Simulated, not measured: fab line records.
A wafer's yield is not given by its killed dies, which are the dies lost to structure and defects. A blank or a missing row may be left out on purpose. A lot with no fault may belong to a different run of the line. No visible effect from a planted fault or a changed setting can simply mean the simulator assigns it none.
Matching of chambers -- flow n5_finfet -- N5_PASSIVATION_PECVD_00 on pecvd-04: 3 sister chambers
The step deposits SiO2 from SiH4/N2O, target thk 200 nm, time 11.2 s. 16 wafers are shown with their chamber, then 8 later ones without.

== WAFERS WITH THEIR CHAMBER ==
wafer,chamber,throttle_valve_pct (%),showerhead_plenum_p_Torr (Torr),heater_power_outer_w (W)
L079.2,1,50.8,8.23,408
L079.4,1,50.6,8.23,418
L079.6,0,52.2,8.20,516
L082.1,0,52.2,8.18,486
L082.3,1,50.7,8.23,455
L082.5,1,50.7,8.25,458
L081.1,2,56.4,8.08,325
L081.2,0,52.2,8.17,487
L081.5,1,50.9,8.23,450
L085.1,2,56.3,8.06,411
L085.4,2,56.4,8.08,410
L085.5,0,52.3,8.17,527
L086.2,0,52.2,8.20,502
L086.5,0,52.4,8.17,504
L086.6,1,50.9,8.23,353
L089.2,0,52.3,8.18,435

SIGNATURES, as means of the wafers listed above
reading,chamber 0,chamber 1,chamber 2,scatter within a chamber
throttle_valve_pct,52.257,50.767,56.367,0.0949
showerhead_plenum_p_Torr,8.1814,8.2333,8.0733,0.0114
heater_power_outer_w,493.86,423.67,382.00,37.6
Rule: for each reading, subtract the chamber's mean from the wafer's reading, divide by that reading's scatter and square the result; add these up over the readings and take the root, which gives the wafer's distance from the chamber. If the next closest chamber is less than 2 further off than the closest, the wafer can't be placed; otherwise it belongs to the closest. How the scatter is found: for the shown wafers, subtract from each reading the mean of its chamber, square and add these, divide the total by (wafers less chambers), then take the root.

== WAFERS MISSING THEIR CHAMBER ==
wafer,throttle_valve_pct (%),showerhead_plenum_p_Torr (Torr),heater_power_outer_w (W)
L089.4,57.0,8.08,401
L089.6,52.2,8.20,449
L095.1,57.3,8.09,331
L095.4,52.3,8.17,530
L095.5,50.9,8.22,440
L097.1,57.3,8.09,379
L097.2,52.1,8.18,552
L097.6,56.9,8.07,388

== WHICH CHAMBER EACH WENT THROUGH ==
wafer,from the rows above,in truth
L089.4,2,2
L089.6,0,0
L095.1,2,2
L095.4,0,0
L095.5,1,1
L097.1,2,2
L097.2,0,0
L097.6,2,2
Correct placement for 8 of the 8. Left unplaced by these rows: 0. Placed wrongly: 0.
